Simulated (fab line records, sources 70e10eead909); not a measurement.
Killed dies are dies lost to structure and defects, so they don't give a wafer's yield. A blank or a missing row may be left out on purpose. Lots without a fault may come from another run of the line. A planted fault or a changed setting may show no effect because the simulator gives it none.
Which tool did it? | flow nand_harc | 13 lots, 39 wafers sampled, at 5 steps of a route of 1302

WHAT THE GAUGES READ, wafer by wafer
NHARC_A_ONON_D1_THK_MEAS_05: measures by ellipsometry. Usual: thk_nm 999 nm, standard deviation 10.
lot  | measured     | on            | thk_nm (nm)    | flag
L842 | day 8 00:01  | film_metro-01 | 1000 999 998   |
L843 | day 8 02:59  | film_metro-02 | 989 991 991    |
L844 | day 8 10:31  | film_metro-02 | 982 983 982    |
L845 | day 9 01:14  | film_metro-02 | 1018 1017 1019 |
L846 | day 9 09:20  | film_metro-01 | 986 985 985    |
L847 | day 9 20:28  | film_metro-01 | 1010 1008 1008 |
L848 | day 10 09:57 | film_metro-02 | 999 998 1000   |
L849 | day 10 10:05 | film_metro-01 | 1001 999 998   |
L851 | day 11 14:58 | film_metro-02 | 988 987 988    |
L854 | day 12 17:49 | film_metro-01 | 1012 1012 1010 |
L855 | day 14 01:49 | film_metro-02 | 1006 1005 1224 | OFF
L856 | day 14 02:10 | film_metro-02 | 1000 1218 1219 | OFF
L857 | day 14 12:41 | film_metro-02 | 993 993 992    |

NHARC_END_SORT_01. Usual: killed_at_array 56, standard deviation 17; killed_at_other 0.9, standard deviation 1.2; killed_at_periphery 3.9, standard deviation 2.5; killed_dies 61, standard deviation 17; killed_open 3.2, standard deviation 1.8; killed_short 2.7, standard deviation 1.7.
lot  | measured     | on        | killed_at_array | killed_at_other | killed_at_periphery | killed_dies | killed_open | killed_short | flag
L842 | day 25 09:36 | prober-02 | 60 66 64        | 2 1 3           | 5 1 4               | 67 68 71    | 3 2 2       | 7 0 3        |
L843 | day 24 20:31 | prober-01 | 28 46 35        | 2 2 0           | 0 3 2               | 30 51 37    | 3 4 1       | 1 3 2        |
L844 | day 25 01:47 | prober-02 | 50 49 43        | 0 0 0           | 1 3 2               | 51 52 45    | 4 4 2       | 2 2 2        |
L845 | day 25 18:27 | prober-01 | 62 79 71        | 2 5 4           | 4 5 6               | 68 89 81    | 2 5 3       | 2 1 2        |
L846 | day 25 18:31 | prober-02 | 71 65 65        | 0 0 1           | 4 9 8               | 75 74 74    | 5 3 8       | 7 6 3        |
L847 | day 26 18:23 | prober-01 | 41 50 30        | 0 0 2           | 2 2 2               | 43 52 34    | 3 1 1       | 2 4 1        |
L848 | day 27 08:07 | prober-02 | 51 46 51        | 0 1 0           | 13 6 7              | 64 53 58    | 3 2 2       | 4 0 2        |
L849 | day 27 08:07 | prober-01 | 59 63 60        | 0 0 0           | 3 3 4               | 62 66 64    | 4 5 6       | 2 2 4        |
L851 | day 28 20:20 | prober-02 | 46 55 41        | 0 0 0           | 0 4 2               | 46 59 43    | 5 2 4       | 1 5 2        |
L854 | day 29 14:43 | prober-02 | 48 59 60        | 0 0 1           | 2 6 7               | 50 65 68    | 0 3 7       | 1 1 0        |
L855 | day 30 14:36 | prober-02 | 65 28 674       | 1 1 1           | 8 3 2               | 74 32 677   | 4 4 3       | 5 1 4        | OFF
L856 | day 31 21:36 | prober-01 | 79 674 672      | 1 1 0           | 1 2 5               | 81 677 677  | 1 4 7       | 3 1 3        | OFF
L857 | day 31 12:11 | prober-01 | 68 74 69        | 1 3 3           | 4 3 7               | 73 80 79    | 3 2 5       | 4 3 3        |

WHICH TOOL RAN EACH LOT (tool, then ch and the chambers of the sampled wafers, then the start)
lot  | NHARC_P_BONDPAD_ACTIVATE_29        | NHARC_A_ZERO_WELL_DESCUM_12        | NHARC_A_ONON_D1_DEP_03
L842 | rie_diel-07 ch 0,1,2, day 6 13:49  | rie_diel-12 ch 0,2,3, day 6 15:13  | pecvd_onon-01 ch 0, day 7 23:31
L843 | rie_diel-07 ch 0,2, day 7 03:48    | rie_diel-03 ch 0,2,3, day 7 05:14  | pecvd_onon-01 ch 0, day 8 02:29
L844 | rie_diel-13 ch 1,2,3, day 7 09:31  | rie_diel-12 ch 0,1,2, day 7 10:47  | pecvd_onon-03 ch 0, day 8 10:00
L845 | rie_diel-06 ch 0,2, day 8 01:00    | rie_diel-12 ch 0,3, day 8 02:28    | pecvd_onon-01 ch 0, day 9 00:47
L846 | rie_diel-06 ch 1,3, day 8 09:10    | rie_diel-12 ch 0,2,3, day 8 10:26  | pecvd_onon-03 ch 0, day 9 08:53
L847 | rie_diel-06 ch 1,2, day 8 15:52    | rie_diel-12 ch 2,3, day 8 17:09    | pecvd_onon-03 ch 0, day 9 20:05
L848 | rie_diel-06 ch 1,2, day 9 08:10    | rie_diel-12 ch 0,2,3, day 9 09:34  | pecvd_onon-01 ch 0, day 10 09:26
L849 | rie_diel-13 ch 2,3, day 9 12:52    | rie_diel-12 ch 0,2, day 9 14:10    | pecvd_onon-04 ch 0, day 10 09:34
L851 | rie_diel-13 ch 0,2,3, day 10 14:12 | rie_diel-03 ch 0,2,3, day 10 15:35 | pecvd_onon-04 ch 0, day 11 14:27
L854 | rie_diel-13 ch 1,2,3, day 11 17:59 | rie_diel-12 ch 0,2,3, day 11 19:19 | pecvd_onon-03 ch 0, day 12 17:26
L855 | rie_diel-06 ch 0,3, day 12 20:49   | rie_diel-12 ch 0,3, day 12 22:05   | pecvd_onon-03 ch 0, day 14 01:18
L856 | rie_diel-06 ch 0,1, day 12 21:38   | rie_diel-12 ch 0,1,2, day 12 22:56 | pecvd_onon-03 ch 0, day 14 01:49
L857 | rie_diel-06 ch 2,3, day 13 08:29   | rie_diel-03 ch 0,2,3, day 13 09:55 | pecvd_onon-01 ch 0, day 14 12:14
- NHARC_P_BONDPAD_ACTIVATE_29: chemistry N2, time 60 s.
- NHARC_A_ZERO_WELL_DESCUM_12: chemistry O2, time 3 s.
- NHARC_A_ONON_D1_DEP_03: target thk 1000 nm.

WHAT THE TOOLS THEMSELVES READ (means of the sampled wafers that have a number; where no wafer has one, the mark that the record gives instead)
NHARC_P_BONDPAD_ACTIVATE_29. Usual: drypump_motor_current_A 5.5 A, standard deviation 0.35; oes_product_au 1.000 a.u., standard deviation 0.013; rf_vpp_V 64.3 V, standard deviation 0.93; showerhead_plenum_p_Torr 1.79 Torr, standard deviation 0.072.
lot  | tool        | drypump_motor_current_A (A) | oes_product_au (a.u.) | rf_vpp_V (V) | showerhead_plenum_p_Torr (Torr) | flag
L842 | rie_diel-07 | 5.7                         | 0.997                 | 64.2         | 1.76                            |
L843 | rie_diel-07 | 5.7                         | 0.998                 | 63.7         | 1.72                            |
L844 | rie_diel-13 | 5.6                         | 1.002                 | 63.9         | 1.78                            |
L845 | rie_diel-06 | 5.5                         | 0.997                 | 64.6         | 1.83                            |
L846 | rie_diel-06 | 5.8                         | 0.997                 | 64.1         | 1.82                            |
L847 | rie_diel-06 | 5.6                         | 1.007                 | 64.6         | 1.81                            |
L848 | rie_diel-06 | 5.7                         | 0.997                 | 64.0         | 1.79                            |
L849 | rie_diel-13 | 6.0                         | 1.004                 | 63.2         | 1.71                            |
L851 | rie_diel-13 | 5.6                         | 0.999                 | 64.3         | 1.74                            |
L854 | rie_diel-13 | 5.6                         | 0.994                 | 64.2         | 1.78                            |
L855 | rie_diel-06 | 5.6                         | 0.988                 | 64.4         | 1.85                            |
L856 | rie_diel-06 | 5.5                         | 1.012                 | 64.7         | 1.81                            |
L857 | rie_diel-06 | 5.7                         | 1.006                 | 64.4         | 1.82                            |

NHARC_A_ZERO_WELL_DESCUM_12. Usual: drypump_motor_current_A 5.7 A, standard deviation 0.31; oes_product_au 1.004 a.u., standard deviation 0.013; rf_vpp_V 57.7 V, standard deviation 0.89; showerhead_plenum_p_Torr 1.88 Torr, standard deviation 0.077; throttle_valve_pct 11.311 %, standard deviation 0.0099.
lot  | tool        | drypump_motor_current_A (A) | oes_product_au (a.u.) | rf_vpp_V (V) | showerhead_plenum_p_Torr (Torr) | throttle_valve_pct (%) | flag
L842 | rie_diel-12 | 5.7                         | 1.000                 | 58.3         | 1.89                            | 11.304                 |
L843 | rie_diel-03 | 5.5                         | 1.011                 | 58.2         | 1.92                            | 11.305                 |
L844 | rie_diel-12 | 5.7                         | 1.001                 | 57.3         | 1.86                            | 11.308                 |
L845 | rie_diel-12 | 5.8                         | 0.994                 | 57.3         | 1.93                            | 11.309                 |
L846 | rie_diel-12 | 5.7                         | 0.997                 | 58.3         | 1.89                            | 11.316                 |
L847 | rie_diel-12 | 5.6                         | 0.999                 | 57.1         | 1.86                            | 11.318                 |
L848 | rie_diel-12 | 5.7                         | 1.003                 | 57.2         | 1.89                            | 11.310                 |
L849 | rie_diel-12 | 5.6                         | 1.001                 | 58.3         | 1.88                            | 11.302                 |
L851 | rie_diel-03 | 5.5                         | 1.002                 | 57.8         | 1.92                            | 11.319                 |
L854 | rie_diel-12 | 5.7                         | 1.003                 | 57.4         | 1.89                            | 11.322                 |
L855 | rie_diel-12 | 5.8                         | 0.987                 | 58.9         | 1.93                            | 11.310                 |
L856 | rie_diel-12 | 5.7                         | 1.004                 | 57.4         | 1.86                            | 11.317                 |
L857 | rie_diel-03 | 5.6                         | 1.015                 | 58.1         | 1.92                            | 11.307                 |

THE ANSWER, worked out from the rows above alone
Rule: a lot is off if the mean of its wafers that have a number lies more than 3 standard deviations from the usual mean. A lot without any number at a reading at which 4 lots or more have one is off too. The other lots that the step has rows for count as sound. The gauges are gone through in route order, then the tools' own readings, and for those a lot's mean is taken as printed above. The first step at which some lot is off is used, and at that step the reading that is off furthest; a lot without a number counts as furthest.
Off: L855, L856, at NHARC_A_ONON_D1_THK_MEAS_05 (thk_nm).
A tool fits if, at a process step before that reading, it ran every lot that is off, and no sound lot after the first of them. The gauges at NHARC_A_ONON_D1_THK_MEAS_05 aren't tried: what is off there is off at NHARC_END_SORT_01 too, on other tools, and a gauge's error can't cause that. Can't be told from this: 2 tools fit, rie_diel-12 at NHARC_A_ZERO_WELL_DESCUM_12, pecvd_onon-03 at NHARC_A_ONON_D1_DEP_03.

WHAT THE SIMULATOR HAD PUT IN
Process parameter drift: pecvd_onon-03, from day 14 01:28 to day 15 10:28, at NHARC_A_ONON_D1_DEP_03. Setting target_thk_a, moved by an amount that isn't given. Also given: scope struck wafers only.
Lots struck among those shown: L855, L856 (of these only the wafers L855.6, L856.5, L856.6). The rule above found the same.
